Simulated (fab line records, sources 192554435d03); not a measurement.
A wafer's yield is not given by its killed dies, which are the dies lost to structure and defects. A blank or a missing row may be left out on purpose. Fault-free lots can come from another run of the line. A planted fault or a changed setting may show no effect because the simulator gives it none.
Which of the tools did it? ; flow n5-finfet ; 8 lots with 24 wafers sampled at 6 steps, on a route of 1938 steps

## WHAT EACH GAUGE READ, for each wafer
N5_HKMG_FIN_THK_MEAS_70: measures by xrf.
lot;measured;on;HK_THK (nm)
L262;day 4 17:11;film-metro-01;1.627 1.617 1.623
L266;day 5 18:59;film-metro-01;1.624 1.635 1.623
L267;day 5 21:02;film-metro-02;1.574 1.597 1.573
L268;day 6 04:08;film-metro-02;1.598 1.586 1.588
L270;day 6 14:41;film-metro-02;1.594 1.613 1.587
L272;day 7 03:37;film-metro-02;1.614 1.591 1.584
L278;day 8 16:33;film-metro-01;1.115 1.127 1.618
L281;day 9 10:23;film-metro-01;1.610 1.631 1.627

N5_BEOL_M4_RC_MEAS_101.
lot;measured;on;DIBL_N (mV/V);DIBL_P (mV/V);EOT_N;EOT_P;IGATE_N (nA/um);IGATE_P (nA/um);IOFF_N (nA/um);IOFF_P (nA/um);ION_N (uA/um);ION_P (uA/um);SS_N (mV/dec);SS_P (mV/dec);VT_N (mV);VT_P (mV)
L262;day 9 01:44;prober-02;38.4 35.0 38.3;39.9 36.2 40.1;10.48 10.54 10.50;10.31 10.42 10.37;0.0175 0.0140 0.0164;0.0051 0.0041 0.0048;0.23 0.15 0.21;0.31 0.23 0.29;712 681 688;486 475 474;71.0 71.3 72.5;73.5 73.2 74.1;242 248 246;-240.0 -247.9 -244.0
L266;day 10 03:37;prober-02;37.1 33.7 34.2;37.6 33.6 33.7;10.66 10.59 10.39;10.50 10.52 10.39;0.0122 0.0101 0.0143;0.0036 0.0031 0.0043;0.19 0.13 0.14;0.25 0.19 0.19;682 674 671;470 470 470;72.1 70.5 71.0;74.1 72.3 72.5;244 250 249;-246.7 -251.4 -250.2
L267;day 10 16:10;prober-01;36.6 36.2 35.3;38.8 39.4 37.3;10.64 10.46 10.60;10.43 10.38 10.55;0.0130 0.0122 0.0117;0.0040 0.0038 0.0037;0.17 0.18 0.16;0.26 0.27 0.23;672 678 668;461 467 466;72.5 72.5 71.7;73.7 74.5 73.5;247 245 248;-247.8 -245.6 -249.6
L268;day 10 12:25;prober-01;39.4 36.6 35.0;39.5 37.6 34.7;10.45 10.45 10.46;10.48 10.42 10.41;0.0115 0.0132 0.0141;0.0035 0.0040 0.0042;0.23 0.17 0.14;0.27 0.23 0.19;697 697 688;471 482 474;72.8 71.2 71.7;74.3 74.0 73.3;242 247 248;-245.8 -247.9 -250.9
L270;day 11 03:56;prober-01;34.8 36.1 32.9;33.7 36.5 31.7;10.50 10.39 10.52;10.44 10.41 10.40;0.0130 0.0134 0.0129;0.0039 0.0041 0.0039;0.14 0.16 0.11;0.21 0.24 0.18;670 689 659;464 477 467;71.2 72.0 70.0;73.4 73.3 72.3;247 248 249;-249.1 -247.5 -249.1
L272;day 12 13:59;prober-02;37.4 37.4 35.4;36.6 37.6 35.2;10.63 10.58 10.63;10.56 10.47 10.53;0.0129 0.0134 0.0120;0.0039 0.0040 0.0036;0.16 0.16 0.13;0.20 0.21 0.19;685 696 676;459 471 466;71.6 71.8 71.3;72.4 73.2 72.6;248 249 251;-250.5 -248.8 -250.7
L278;day 15 13:55;prober-02;32.6 34.1 33.2;33.5 35.1 33.2;9.50 9.51 10.37;9.46 9.50 10.48;0.4618 0.4018 0.0150;0.1392 0.1195 0.0045;0.13 0.15 0.12;0.17 0.19 0.16;700 695 660;481 475 459;70.1 71.2 71.8;72.9 73.1 72.7;251 249 254;-249.4 -250.0 -251.3
L281;day 15 20:26;prober-02;33.8 36.8 36.8;34.9 37.7 37.2;10.45 10.51 10.47;10.34 10.41 10.28;0.0152 0.0144 0.0143;0.0045 0.0043 0.0042;0.16 0.21 0.22;0.20 0.24 0.24;699 699 698;479 474 472;70.9 71.7 71.5;73.0 74.2 73.2;246 246 242;-250.3 -246.6 -250.8

## TOOL THAT RAN EACH LOT (tool first, then ch and the chambers of the sampled wafers, then the start)
lot;N5_SDB_ALD_29;N5_DUMMY_REMOVAL_HM_STRIP_01;N5_HKMG_FIN_HK_ALD_01;N5_HKMG_FIN_HK_ANNEAL_02
L262;ald-sin-02 ch 0,2,3, day 4 09:28;rie-diel-06 ch 1,2,3, day 4 12:43;ald-hk-02 ch 0,1,3, day 4 13:16;rtp-anneal-01 ch 0, day 4 13:32
L266;ald-sin-01 ch 0,1,3, day 5 11:29;rie-diel-01 ch 0,2, day 5 14:37;ald-hk-02 ch 1,2,3, day 5 15:10;rtp-anneal-02 ch 0, day 5 15:35
L267;ald-sin-03 ch 2,3, day 5 13:55;rie-diel-01 ch 0,2,3, day 5 17:00;ald-hk-01 ch 0,2, day 5 17:33;rtp-anneal-01 ch 0, day 5 17:46
L268;ald-sin-02 ch 1,2,3, day 5 21:02;rie-diel-06 ch 0,1,2, day 6 00:07;ald-hk-01 ch 2,3, day 6 00:41;rtp-anneal-02 ch 0, day 6 00:55
L270;ald-sin-03 ch 0,1, day 6 07:13;rie-diel-06 ch 0,1,2, day 6 10:18;ald-hk-01 ch 2,3, day 6 10:55;rtp-anneal-01 ch 0, day 6 11:17
L272;ald-sin-02 ch 0,1,2, day 6 20:32;rie-diel-06 ch 1,2,3, day 6 23:37;ald-hk-03 ch 1,2,3, day 7 00:10;rtp-anneal-01 ch 0, day 7 00:22
L278;ald-sin-01 ch 0,1,3, day 8 09:02;rie-diel-05 ch 0,1,3, day 8 12:08;ald-hk-02 ch 0,3, day 8 12:41;rtp-anneal-02 ch 0, day 8 12:52
L281;ald-sin-02 ch 0,1, day 9 03:12;rie-diel-06 ch 0,2, day 9 06:21;ald-hk-01 ch 1,3, day 9 06:55;rtp-anneal-02 ch 0, day 9 07:05
- N5_SDB_ALD_29: deposits SiNx, target thk 30 nm, pulse time 1 s, ald cycles 600.
- N5_DUMMY_REMOVAL_HM_STRIP_01: strips SiNx in CH3F/O2, stops on poly-Si, target depth 4 nm, time 6.8 s.
- N5_HKMG_FIN_HK_ALD_01: deposits HfO2, target thk 1.6 nm, pulse time 3 s, purge time 3 s.
- N5_HKMG_FIN_HK_ANNEAL_02: time 30 s.

## AS READ BY THE TOOLS THEMSELVES (means over the sampled wafers that have a number; for cases with no such wafer, the mark the record gives instead)
N5_SDB_ALD_29.
lot;tool;chamber-pressure-Torr (Torr);heater-power-w (W);precursor-pulse-height-rel
L262;ald-sin-02;1.999;854;1.002
L266;ald-sin-01;2.000;858;0.992
L267;ald-sin-03;2.004;751;0.981
L268;ald-sin-02;2.000;836;0.996
L270;ald-sin-03;1.997;737;0.979
L272;ald-sin-02;1.999;815;0.991
L278;ald-sin-01;2.002;839;0.989
L281;ald-sin-02;2.005;781;1.014

N5_DUMMY_REMOVAL_HM_STRIP_01.
lot;tool;bias-w (W);drypump-motor-current-A (A);oes-product-au (a.u.);rf-vpp-V (V);showerhead-plenum-p-Torr (Torr);throttle-valve-pct (%)
L262;rie-diel-06;28.94;6.0;0.68;127.5;1.93;16.19
L266;rie-diel-01;29.06;5.4;0.59;128.0;2.06;16.38
L267;rie-diel-01;28.98;5.5;0.65;127.7;2.07;16.33
L268;rie-diel-06;28.96;5.6;0.67;127.8;1.95;16.25
L270;rie-diel-06;29.02;5.6;0.66;127.4;1.95;16.27
L272;rie-diel-06;29.06;6.0;0.65;126.9;1.92;16.22
L278;rie-diel-05;29.01;5.3;0.67;127.9;2.01;16.44
L281;rie-diel-06;28.91;5.4;0.61;127.9;1.96;16.34

N5_HKMG_FIN_HK_ALD_01.
lot;tool;precursor-pulse-height-rel
L262;ald-hk-02;1.010
L266;ald-hk-02;1.003
L267;ald-hk-01;0.999
L268;ald-hk-01;0.998
L270;ald-hk-01;0.996
L272;ald-hk-03;1.002
L278;ald-hk-02;1.014
L281;ald-hk-01;0.998

N5_HKMG_FIN_HK_ANNEAL_02.
lot;tool;lamp-power-pct (%);lamp_zone_1_pct (%);lamp_zone_4_pct (%);wafer_temp_C_max
L262;rtp-anneal-01;8.83;8.806;8.799;702.8
L266;rtp-anneal-02;8.81;8.799;8.792;702.9
L267;rtp-anneal-01;8.80;8.793;8.791;703.1
L268;rtp-anneal-02;8.85;8.798;8.793;702.5
L270;rtp-anneal-01;8.81;8.806;8.787;702.9
L272;rtp-anneal-01;8.77;8.805;8.796;703.1
L278;rtp-anneal-02;8.85;8.784;8.799;702.8
L281;rtp-anneal-02;8.76;8.787;8.772;702.7

## THE ANSWER, worked out from the rows above alone
Rule: the lots themselves supply what counts as usual. Put in order of their means at a reading, lots are off if they are a third of the lots or fewer, leave a main group of 4 or more, and stand apart from it by a gap of 3 or more times the standard deviation of the main group's means; of several such gaps the widest counts. Not used: any main group whose means are identical at the precision the tables above print for the reading. A lot without any number at a reading at which 4 lots or more have one is off too. Where the step has rows for the other lots, those lots are counted as sound. The gauges are gone through in route order, then the tools' own readings, and for those a lot's mean is taken as printed above. At the first step where some lot is off, the reading lying furthest off is the one used; lots without a number count as furthest.
Off: L278, seen at N5_HKMG_FIN_THK_MEAS_70 (HK_THK). The main group: mean 1.606 nm, standard deviation 0.017.
A tool fits if, at a process step before that reading, it ran every lot that is off, and no sound lot after the first of them. The gauges at N5_HKMG_FIN_THK_MEAS_70 aren't tried: what is off there is off at N5_BEOL_M4_RC_MEAS_101 too, on other tools, and a gauge's error can't cause that. Can't be told from this: 3 tools fit, ald-sin-01 at N5_SDB_ALD_29, rie-diel-05 at N5_DUMMY_REMOVAL_HM_STRIP_01, ald-hk-02 at N5_HKMG_FIN_HK_ALD_01.

## WHAT HAD BEEN PUT IN BY THE SIMULATOR
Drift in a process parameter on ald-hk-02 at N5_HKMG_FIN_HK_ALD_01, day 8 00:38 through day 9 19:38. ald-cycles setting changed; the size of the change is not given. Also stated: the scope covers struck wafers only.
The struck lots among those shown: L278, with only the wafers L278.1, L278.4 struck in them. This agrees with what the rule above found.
